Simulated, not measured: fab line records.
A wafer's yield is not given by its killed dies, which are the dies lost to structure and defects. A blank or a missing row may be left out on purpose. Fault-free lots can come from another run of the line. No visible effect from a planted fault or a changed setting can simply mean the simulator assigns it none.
fab line records | flow n5Finfet
record lots=7 wafers=39
route steps=1938 shown SD_EPI_P@321 HKMG_FIN@457 MOL_CONTACT_COAG@608 BEOL_M1@751 BEOL_M4@1064 BEOL_M6@1251 BEOL_M8@1348 BEOL_M14@1751 MIM_BOT@1833
startH: start of the lot's first displayed wafer, in hours after the record's first day | waitH: hours since the lot's step before | " the same as in the row above | L1.1+2: a single row standing in for several wafers | - either no value or no given start | * or withheld: withheld | < > ~ a bound
route shown NAME@n: NAME is a module with steps in the file, n the number in the route of the first one | usual: average and standard deviation across the fault-free wafers | same: alike in all rows | chamber/n: place in a boat | sites: the reading at each site | _std_site: standard deviation of those values | _edge_site: mean of outer sites minus mean of inner sites | radiusMm: for every site, how far away it sits from the centre of the wafer | mask NAME#n: copy n | behind: the tool/chamber that last shaped the wafer | hold: why the lot went on hold/how many hours it stayed there/how the hold came to an end | device: transistor that didn't switch, given as n, p or np | end of line: the tests these same wafers got at the end of their route | a step without rows: its recipe alone | killed: the dies lost at the first sort to structure and to defects; this is not the yield of the wafer | map: a wafer's dies, x killed, . not, _ none there
set.NAME: the setting as run; set.NAME@STEP: as run at that earlier step | model.NAME: the simulator's own value behind a step, which no gauge read
one table per step and one row per wafer, for lots whose settings were changed on purpose
## steps
# step N5_SD_EPI_P_EPI_21
# recipe material=SiGe:B dopant=B tempC=550 pressureTorr=20 ambient=H2 timeS=355
# columns lot.wafer tool chamber startH waitH set.timeS model.SiGe-B_of_SD_EPI_P_EPI_21.thkNm
L074.1 epiRpcvd-02 0 54.61 0.1 216.1 39.8
L074.2 " 0 " " 355 61.6
L074.3+4 " 0 " " 216.1 40
L074.5 " 0 " " 355 60.8
L074.6 " 0 " " 355 60.2
L075.1 epiRpcvd-02 0 61.84 0.1 355 60.4
L075.2 " 0 " " 222.9 40.8
L075.3 " 0 " " 222.9 40.4
L075.4 " 0 " " 355 60.2
L075.5 " 0 " " 222.9 41
L075.6 " 0 " " 355 59.6
L081.1 epiRpcvd-01 0 99.25 0.1 355 60.2
L081.2 " 0 " " 355 61
L081.3 " 0 " " 355 60.6
L081.4+5 " 0 " " 355 60.8
L081.6 " 0 " " 355 59.8
L086.1 epiRpcvd-04 0 130.46 0.1 355 61.2
L086.3 " 0 " " 355 61.8
L086.4 " 0 " " 355 61.4
L089.1 epiRpcvd-04 0 145.81 0.2 355 61.2
L089.2+4 " 0 " " 519.9 79.8
L089.3 " 0 " " 519.9 79.6
L089.5 " 0 " " 355 60.4
L089.6 " 0 " " 355 61
L090.1 epiRpcvd-02 0 159.87 0.1 355 59.8
L090.2 " 0 " " 355 59.6
L090.3+4 " 0 " " 355 59.2
L090.5 " 0 " " 355 59.4
L090.6 " 0 " " 355 60.4
L093.1 epiRpcvd-02 0 176.93 0.1 493.5 76.2
L093.2+6 " 0 " " 355 60
L093.3 " 0 " " 493.5 76.8
L093.4 " 0 " " 355 61.4
L093.5 " 0 " " 493.5 76
# step N5_SD_EPI_P_EPI_MEAS_23
# recipe mode=xrd
# usual thkNm=60.8/1.2
# columns lot.wafer tool chamber startH waitH set.timeS@SD_EPI_P_EPI_21 thkNm
L074.1 filmMetro-01 - 56.80 1.9 216.1 40.5
L074.2 " - " " 355 62.3
L074.3 " - " " 216.1 40.4
L074.4 " - " " 216.1 39.8
L074.5 " - " " 355 60.7
L074.6 " - " " 355 58.5
L075.1 filmMetro-01 - 64.04 1.8 355 60.0
L075.2 " - " " 222.9 41.7
L075.3 " - " " 222.9 40.9
L075.4 " - " " 355 61.0
L075.5 " - " " 222.9 40.1
L075.6 " - " " 355 60.9
L081.1 filmMetro-01 - 101.44 1.8 355 60.3
L081.2 " - " " 355 62.1
L081.3 " - " " 355 60.5
L081.4 " - " " 355 62.9
L081.5 " - " " 355 60.0
L081.6 " - " " 355 61.1
L086.1 filmMetro-01 - 132.65 1.8 355 61.8
L086.3 " - " " 355 61.1
L086.4 " - " " 355 62.8
L089.1 filmMetro-01 - 148.73 2.4 355 61.3
L089.2 " - " " 519.9 78.8
L089.3 " - " " 519.9 79.0
L089.4 " - " " 519.9 78.9
L089.5 " - " " 355 61.5
L089.6 " - " " 355 62.6
L090.1 filmMetro-02 - 162.07 1.8 355 60.3
L090.2 " - " " 355 59.5
L090.3 " - " " 355 59.4
L090.4 " - " " 355 59.1
L090.5 " - " " 355 59.0
L090.6 " - " " 355 60.9
L093.1 filmMetro-02 - 179.13 1.8 493.5 77.9
L093.2 " - " " 355 58.9
L093.3 " - " " 493.5 78.3
L093.4 " - " " 355 62.0
L093.5 " - " " 493.5 78.7
L093.6 " - " " 355 59.7
# step N5_HKMG_FIN_ALD_72
# recipe material=W targetThkA=20 tempC=300 pressureTorr=7.5 aldPrecursorFamily=WF6 aldCoReactant=B2H6 pulseTimeS=1 purgeTimeS=2 coReactantPurgeTimeS=2 coReactantPulseTimeS=3 aldCycles=7
# columns lot.wafer tool chamber startH waitH set.aldCycles model.W_of_HKMG_FIN_ALD_72.thkNm
L074.1+3+6 cvdW-01 1,0,1 77.49 0.2 10 2.8
L074.2+4 " 0,1 " " 7 2
L074.5 " 0 " " 7 1.8
L075.1+6 cvdW-02 1 84.65 0.2 7 2
L075.2+5 " 0 " " 5 1.4
L075.3 " 0 " " 7 2.2
L075.4 " 1 " " 5 1.6
L081.1+4+5 cvdW-02 1,0,0 121.56 0.2 11 3.2
L081.2+3 " 0,1 " " 7 2
L081.6 " 1 " " 7 2.2
L086.1+3+4 cvdW-02 1,1,0 154.08 0.2 7 2.2
L089.1+2 cvdW-01 0,1 174.78 0.2 7 2
L089.3 " 0 " " 7 2.2
L089.4+6 " 1 " " 5 1.4
L089.5 " 0 " " 5 1.6
L090.1+2 cvdW-01 0,1 185.08 0.2 7 2.2
L090.3+5 " 1,0 " " 11 3.2
L090.4 " 0 " " 11 3.4
L090.6 " 1 " " 7 2
L093.1+5+6 cvdW-02 0,0,1 202.08 0.2 4 1.2
L093.2 " 1 " " 7 2.2
L093.3+4 " 0,1 " " 7 2
# step N5_MOL_CONTACT_COAG_ALD_133
# recipe material=SiO2 targetThkA=50 tempC=100 aldPrecursorFamily=BDEAS aldCoReactant=O2-plasma pulseTimeS=1 coReactantPulseTimeS=1 purgeTimeS=2 coReactantPurgeTimeS=2 aldCycles=35 pressureTorr=2
# columns lot.wafer tool chamber startH waitH set.aldCycles model.SiO2_of_MOL_CONTACT_COAG_ALD_133.thkNm
L074.1+2+3+4+5+6 aldSin-01 0,1,3,2,1,2 100.53 0.1 35 5
L075.1+2+4 aldSin-01 0,1,2 104.40 0.5 35 5
L075.3+5+6 " 3,1,0 " " 44 6.2
L081.1+2+3 aldSin-01 2,1,3 146.63 0.1 35 5
L081.4+5+6 " 0,3,0 " " 23 3.2
L086.1+3+4 aldSin-03 2,3,0 175.89 0.1 35 5
L089.1+3+4 aldSin-03 2,1,0 198.07 0.6 47 6.6
L089.2+5+6 " 3,2,3 " " 35 5
L090.1+4+5 aldSin-01 0,2,3 207.23 0.1 35 5
L090.2+3+6 " 1,3,2 " " 53 7.6
L093.1+3+6 aldSin-01 0,3,0 224.80 0.1 45 6.4
L093.2+4+5 " 2,1,3 " " 35 5
# step N5_BEOL_M1_ILD_DEP_00
# recipe material=SiOC targetThkA=790 tempC=350 precursor=DEMS/O2 pressureTorr=5 rfW=500 timeS=15.3
# columns lot.wafer tool chamber startH waitH set.timeS model.SiOC_of_BEOL_M1_ILD_DEP_00.thkNm
L074.1 pecvd-04 2 120.42 0.0 15.3 79.4
L074.2 " 1 " " 9.937 52
L074.3 " 0 " " 9.937 50.4
L074.4 " 2 " " 15.3 80.6
L074.5 " 0 " " 15.3 78.8
L074.6 " 1 " " 9.937 52.8
L075.1 pecvd-04 1 124.26 0.0 15.3 76.4
L075.2 " 2 " " 15.3 77.6
L075.3 " 0 " " 22.82 113.8
L075.4 " 1 " " 22.82 117.2
L075.5 " 2 " " 22.82 117
L075.6 " 0 " " 15.3 77
L081.1 pecvd-04 1 166.70 0.0 15.3 79.6
L081.2 " 2 " " 6.937 35.2
L081.3 " 0 " " 6.937 33.8
L081.4 " 1 " " 6.937 36.8
L081.5 " 0 " " 15.3 77.2
L081.6 " 2 " " 15.3 79
L086.1 pecvd-04 1 192.84 0.0 15.3 77.6
L086.3 " 2 " " 15.3 78.8
L086.4 " 1 " " 15.3 79.2
L089.1 pecvd-02 1 219.75 0.0 15.3 76.6
L089.2 " 0 " " 15.3 78
L089.3 " 0 " " 15.3 79.8
L089.4 " 1 " " 15.3 77.8
L089.5 " 0 " " 15.3 78.8
L089.6 " 1 " " 15.3 78.6
L090.1 pecvd-01 0 225.95 0.0 15.3 77.8
L090.2 " 1 " " 15.3 75.4
L090.3 " 2 " " 6.142 32.6
L090.4 " 1 " " 6.142 29.6
L090.5 " 0 " " 15.3 80.2
L090.6 " 2 " " 6.142 32.2
L093.1 pecvd-01 2 244.85 0.0 9.508 50
L093.2 " 0 " " 9.508 48.8
L093.3 " 1 " " 9.508 46.8
L093.4+6 " 2 " " 15.3 80.2
L093.5 " 0 " " 15.3 79.8
# step N5_BEOL_M1_THK_MEAS_01
# recipe reads=SiOC_of_BEOL_M1_ILD_DEP_00
# usual M1_ILD_THK=78.5/1.4
# columns lot.wafer tool chamber startH waitH set.timeS@BEOL_M1_ILD_DEP_00 M1_ILD_THK[nm]
L074.1 filmMetro-02 - 120.49 0.0 15.3 79.5
L074.2 " - " " 9.937 52.0
L074.3 " - " " 9.937 50.4
L074.4 " - " " 15.3 80.5
L074.5 " - " " 15.3 78.8
L074.6 " - " " 9.937 52.7
L075.1 filmMetro-01 - 124.32 0.0 15.3 76.5
L075.2 " - " " 15.3 77.6
L075.3 " - " " 22.82 113.7
L075.4 " - " " 22.82 117.2
L075.5 " - " " 22.82 117.0
L075.6 " - " " 15.3 77.1
L081.1 filmMetro-02 - 166.77 0.0 15.3 79.5
L081.2 " - " " 6.937 35.2
L081.3 " - " " 6.937 33.9
L081.4 " - " " 6.937 36.8
L081.5 " - " " 15.3 77.3
L081.6 " - " " 15.3 79.0
L086.1 filmMetro-02 - 192.91 0.1 15.3 77.6
L086.3 " - " " 15.3 78.7
L086.4 " - " " 15.3 79.1
L089.1 filmMetro-01 - 219.83 0.1 15.3 76.6
L089.2 " - " " 15.3 78.0
L089.3 " - " " 15.3 79.9
L089.4 " - " " 15.3 77.8
L089.5 " - " " 15.3 78.9
L089.6 " - " " 15.3 78.4
L090.1 filmMetro-01 - 226.02 0.0 15.3 77.8
L090.2 " - " " 15.3 75.4
L090.3 " - " " 6.142 32.6
L090.4 " - " " 6.142 29.5
L090.5 " - " " 15.3 80.1
L090.6 " - " " 6.142 32.2
L093.1 filmMetro-02 - 244.93 0.1 9.508 50.0
L093.2 " - " " 9.508 48.9
L093.3 " - " " 9.508 46.9
L093.4 " - " " 15.3 80.2
L093.5 " - " " 15.3 79.9
L093.6 " - " " 15.3 80.2
# step N5_BEOL_M4_ETCH_70
# recipe chemistry=N2/H2 target=SOC targetDepthA=800 overetchA=240 maskMaterial=SiARC tempC=40 timeS=130 ionEnergyEv=200 pressureMtorr=30 sourceW=840 biasW=150 n2FlowSccm=200 h2FlowSccm=200
# columns lot.wafer tool chamber startH waitH set.targetDepthA model.SiARC_of_BEOL_M4_COAT_68.thkNm
L074.1 rieDiel-05 2 175.90 0.0 1238 2.8
L074.2+4 " 0,3 " " 800 6
L074.3 " 1 " " 1238 3.2
L074.5 " 3 " " 1238 3.4
L074.6 " 2 " " 800 5.6
L075.1+4+5 rieDiel-06 0,3,3 181.70 0.0 462.6 7.8
L075.2+6 " 2 " " 800 5.8
L075.3 " 1 " " 800 5.6
L081.1+2+6 rieDiel-04 0,3,0 214.91 0.0 800 5.6
L081.3 " 2 " " 800 5.8
L081.4+5 " 1 " " 800 6.2
L086.1 rieDiel-04 0 241.06 0.0 800 5.6
L086.3+4 " 2,3 " " 800 5.8
L089.1+3+5 rieDiel-05 2,1,2 263.30 0.0 800 5.6
L089.2+6 " 0 " " 800 6
L089.4 " 1 " " 800 5.8
L090.1 rieDiel-04 1 268.87 0.0 800 6
L090.2+3+4 " 0,2,3 " " 445.7 7.8
L090.5+6 " 3,2 " " 800 5.8
L093.1+3 rieDiel-06 3,2 292.57 0.0 800 5.8
L093.2+6 " 0 " " 1275 2.8
L093.4 " 1 " " 800 5.6
L093.5 " 3 " " 1275 3
# step N5_BEOL_M6_ALD_77
# recipe material=TaN targetThkA=20 tempC=275 aldPrecursorFamily=PDMAT aldCoReactant=NH3 pressureTorr=3 carrierFlowSccm=1500 pulseTimeS=2 purgeTimeS=3 coReactantPurgeTimeS=2 coReactantPulseTimeS=3 aldCycles=40 precursorVesselTempC=75 precursorVesselPressureTorr=26.25 precursorVesselCarrierSccm=1000
# columns lot.wafer tool chamber startH waitH set.aldCycles model.TaN_of_BEOL_M6_ALD_77.thkNm
L074.1+2+3+4+5+6 aldMetal-04 0,3,2,3,0,2 195.76 0.3 40 2
L075.1+4+6 aldMetal-02 2,0,3 206.21 0.0 30 1.6
L075.2+3+5 " 3,1,2 " " 40 2
L081.1+2+6 aldMetal-02 0,3,2 242.76 0.1 40 2
L081.3+4+5 " 2,1,3 " " 48 2.4
L086.1+3+4 aldMetal-02 3,2,0 268.94 0.0 40 2
L089.1+2+3+4+5+6 aldMetal-03 0,1,3,0,3,1 286.20 0.2 40 2
L090.1+3+5 aldMetal-04 1,3,1 293.00 0.0 28 1.4
L090.2+4+6 " 2,0,0 " " 40 2
L093.1+2+3+4+5+6 aldMetal-04 3,0,1,2,1,2 315.39 0.0 40 2
# step N5_BEOL_M8_DESCUM_16
# recipe chemistry=O2 timeS=7.9 sourcePowerW=50 biasPowerW=20 pressureMtorr=20 rfFrequencyHz=2.712e+07 tempC=40 resist=CAR-ArF o2FlowSccm=225
# columns lot.wafer tool chamber startH waitH set.timeS model.CAR-ArF_of_BEOL_M8_COAT_05.thkNm
L074.1 rieDiel-05 0 210.56 0.3 6.55 84.2
L074.2 " 3 " " 7.9 83
L074.3+4 " 2,1 " " 7.9 83.2
L074.5+6 " 0,3 " " 6.55 84
L075.1 rieDiel-04 3 221.27 0.5 9.909 82.2
L075.2+5 " 2,1 " " 9.909 82.4
L075.3 " 1 " " 7.9 83.8
L075.4 " 0 " " 7.9 83.6
L075.6 " 0 " " 7.9 83.4
L081.1 rieDiel-05 2 256.35 0.0 7.9 83.6
L081.2+3+6 " 1,0,1 " " 10.88 81.8
L081.4+5 " 2,0 " " 7.9 83.4
L086.1+4 rieDiel-04 0,1 282.55 0.3 7.9 83.6
L086.3 " 2 " " 7.9 84
L089.1+2 rieDiel-04 2,3 300.74 0.7 7.9 83.4
L089.3+4+6 " 0,1,0 " " 5.867 84.6
L089.5 " 1 " " 7.9 83.6
L090.1 rieDiel-05 2 308.19 0.0 7.9 83.4
L090.2+4 " 1,2 " " 7.9 83.6
L090.3+5+6 " 0,0,1 " " 6.402 84.4
L093.1+6 rieDiel-06 1,2 329.52 0.1 12.35 80.6
L093.2 " 3 " " 7.9 83.2
L093.3 " 0 " " 7.9 83.6
L093.4 " 2 " " 12.35 80.8
L093.5 " 1 " " 7.9 83.4
# step N5_BEOL_M8_ETCH_61
# recipe chemistry=CF4 target=SiARC targetDepthA=455 maskMaterial=CAR-ArF timeS=75.8 ionEnergyEv=80 pressureMtorr=40 sourceW=545 biasW=36 Ar_flow_sccm=100 cf4FlowSccm=100 ends=cleared
# columns lot.wafer tool chamber startH waitH set.timeS@BEOL_M8_DESCUM_16 model.CAR-ArF_of_BEOL_M8_COAT_05.thkNm
L074.1 rieDiel-05 0 210.59 0.0 6.55 51.6
L074.2+4 " 3,1 " " 7.9 50.6
L074.3 " 2 " " 7.9 50.8
L074.5+6 " 0,3 " " 6.55 51.4
L075.1 rieDiel-04 3 221.30 0.0 9.909 49.6
L075.2+5 " 2,1 " " 9.909 49.8
L075.3 " 1 " " 7.9 51.4
L075.4 " 0 " " 7.9 51
L075.6 " 0 " " 7.9 50.8
L081.1+5 rieDiel-05 2,0 256.39 0.0 7.9 51.2
L081.2+3+6 " 1,0,1 " " 10.88 49.4
L081.4 " 2 " " 7.9 51
L086.1 rieDiel-04 0 282.58 0.0 7.9 51.2
L086.3 " 2 " " 7.9 51.4
L086.4 " 1 " " 7.9 51
L089.1 rieDiel-04 2 300.77 0.0 7.9 50.6
L089.2 " 3 " " 7.9 50.8
L089.3+6 " 0 " " 5.867 52
L089.4 " 1 " " 5.867 51.8
L089.5 " 1 " " 7.9 51
L090.1+4 rieDiel-05 2 308.23 0.0 7.9 50.8
L090.2 " 1 " " 7.9 51.2
L090.3+5 " 0 " " 6.402 51.8
L090.6 " 1 " " 6.402 51.6
L093.1 rieDiel-06 1 329.56 0.0 12.35 47.8
L093.2 " 3 " " 7.9 50.6
L093.3+5 " 0,1 " " 7.9 50.8
L093.4 " 2 " " 12.35 48.2
L093.6 " 2 " " 12.35 48
# step N5_BEOL_M14_ETCH_68
# recipe chemistry=N2/H2 target=SOC maskMaterial=SiARC sourceW=3000 biasW=350 tempC=40 timeS=450 ionEnergyEv=200 pressureMtorr=30 n2FlowSccm=200 h2FlowSccm=200
# columns lot.wafer tool chamber startH waitH set.targetDepthA model.SiARC_of_BEOL_M14_COAT_66.thkNm
L074.1 rieDiel-05 1 264.75 0.1 13780 40.8
L074.2 " 0 " " 9000 65.8
L074.3+4 " 2 " " 13780 42.4
L074.5 " 0 " " 9000 65.6
L074.6 " 1 " " 9000 64.6
L075.1 rieDiel-06 2 268.51 0.1 9000 65.2
L075.2 " 1 " " 9000 63.8
L075.3 " 3 " " 9000 64.6
L075.4 " 1 " " 9000 64.2
L075.5 " 2 " " 9000 64.8
L075.6 " 3 " " 9000 64.4
L081.1 rieDiel-05 0 298.08 0.1 9000 66.2
L081.2 " 1 " " 9000 64.8
L081.3 " 0 " " 9000 67
L081.4 " 1 " " 9000 65
L081.5 " 1 " " 9000 65.2
L081.6 " 0 " " 9000 66.4
L086.1+4 rieDiel-06 3,2 333.10 0.1 9000 65.6
L086.3 " 0 " " 9000 66.8
L089.1 rieDiel-06 1 348.08 0.1 10760 54.8
L089.2 " 3 " " 10760 55.6
L089.3 " 2 " " 9000 65.4
L089.4 " 3 " " 9000 64.8
L089.5 " 1 " " 9000 63.8
L089.6 " 2 " " 10760 56.4
L090.1 rieDiel-04 1 351.78 0.1 4988 84.6
L090.2 " 3 " " 9000 65.2
L090.3 " 2 " " 9000 65.6
L090.4 " 0 " " 4988 85.6
L090.5 " 2 " " 4988 85.2
L090.6 " 1 " " 9000 66
L093.1 rieDiel-06 1 377.03 0.1 4208 89.2
L093.2 " 2 " " 9000 66.4
L093.3 " 3 " " 9000 65.2
L093.4 " 0 " " 4208 88.6
L093.5 " 3 " " 4208 89.4
L093.6 " 0 " " 9000 63.6
# step N5_MIM_BOT_SPUTTER_00
# recipe material=TiN targetThkA=350 tempC=200 powerW=3000 chamberPressurePa=0.49996 gas=Ar reactivePartialPa=0.37997 timeS=89.7
# columns lot.wafer tool chamber startH waitH set.targetThkA model.TiN_of_MIM_BOT_SPUTTER_00.thkNm
L074.1 pvdSputter-03 - 276.78 0.0 246.2 25.4
L074.2 " - " " 246.2 25
L074.3 " - " " 246.2 25.2
L074.4 " - " " 350 36
L074.5 " - " " 350 35.8
L074.6 " - " " 350 35.6
L075.1 pvdSputter-03 - 281.96 0.0 350 35.6
L075.2 " - " " 350 35
L075.3 " - " " 155.7 15.4
L075.4+5 " - " " 155.7 15.8
L075.6 " - " " 350 35.2
L081.1+6 pvdSputter-01 - 311.89 0.0 350 35.4
L081.2+5 " - " " 545.5 55.2
L081.3 " - " " 350 35.8
L081.4 " - " " 545.5 54.8
L086.1 pvdSputter-02 - 344.40 0.0 350 35.4
L086.3 " - " " 350 35.2
L086.4 " - " " 350 34.6
L089.1+3+4+5 pvdSputter-01 - 360.13 0.0 350 35
L089.2+6 " - " " 350 35.2
L090.1 pvdSputter-03 - 364.62 0.0 350 35.2
L090.2+3+4+5+6 " - " " 350 35.4
L093.1 pvdSputter-01 - 393.40 0.0 412.6 40.8
L093.2+3 " - " " 412.6 41
L093.4 " - " " 350 34.4
L093.5 " - " " 350 34.6
L093.6 " - " " 350 34.8
## key
split step=N5_SD_EPI_P_EPI_21 setting=timeS stated=355 by=wafer
response step=N5_SD_EPI_P_EPI_21 reading=model.SiGe-B_of_SD_EPI_P_EPI_21.thkNm change=+0.46 per=1% r=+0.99
response step=N5_SD_EPI_P_EPI_MEAS_23 reading=thkNm change=* per=1% r=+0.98
split step=N5_HKMG_FIN_ALD_72 setting=aldCycles stated=7 by=wafer
response step=N5_HKMG_FIN_ALD_72 reading=model.W_of_HKMG_FIN_ALD_72.thkNm change=+0.0201 per=1% r=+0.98
split step=N5_MOL_CONTACT_COAG_ALD_133 setting=aldCycles stated=35 by=wafer
response step=N5_MOL_CONTACT_COAG_ALD_133 reading=model.SiO2_of_MOL_CONTACT_COAG_ALD_133.thkNm change=+0.0496 per=1% r=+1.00
split step=N5_BEOL_M1_ILD_DEP_00 setting=timeS stated=15.3 by=wafer
response step=N5_BEOL_M1_ILD_DEP_00 reading=model.SiOC_of_BEOL_M1_ILD_DEP_00.thkNm change=+0.792 per=1% r=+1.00
response step=N5_BEOL_M1_THK_MEAS_01 reading=M1_ILD_THK change=+0.792 per=1% r=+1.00
split step=N5_BEOL_M4_ETCH_70 setting=targetDepthA stated=800 by=wafer
response step=N5_BEOL_M4_ETCH_70 reading=model.SiARC_of_BEOL_M4_COAT_68.thkNm change=-0.048 per=1% r=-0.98
split step=N5_BEOL_M6_ALD_77 setting=aldCycles stated=40 by=wafer
response step=N5_BEOL_M6_ALD_77 reading=model.TaN_of_BEOL_M6_ALD_77.thkNm change=+0.0187 per=1% r=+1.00
split step=N5_BEOL_M8_DESCUM_16 setting=timeS stated=7.9 by=wafer
response step=N5_BEOL_M8_DESCUM_16 reading=model.CAR-ArF_of_BEOL_M8_COAT_05.thkNm change=-0.0474 per=1% r=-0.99
response step=N5_BEOL_M8_ETCH_61 reading=model.CAR-ArF_of_BEOL_M8_COAT_05.thkNm change=-0.0475 per=1% r=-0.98
split step=N5_BEOL_M14_ETCH_68 setting=targetDepthA stated=9000 by=wafer
response step=N5_BEOL_M14_ETCH_68 reading=model.SiARC_of_BEOL_M14_COAT_66.thkNm change=-0.445 per=1% r=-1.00
split step=N5_MIM_BOT_SPUTTER_00 setting=targetThkA stated=350 by=wafer
response step=N5_MIM_BOT_SPUTTER_00 reading=model.TiN_of_MIM_BOT_SPUTTER_00.thkNm change=+0.352 per=1% r=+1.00
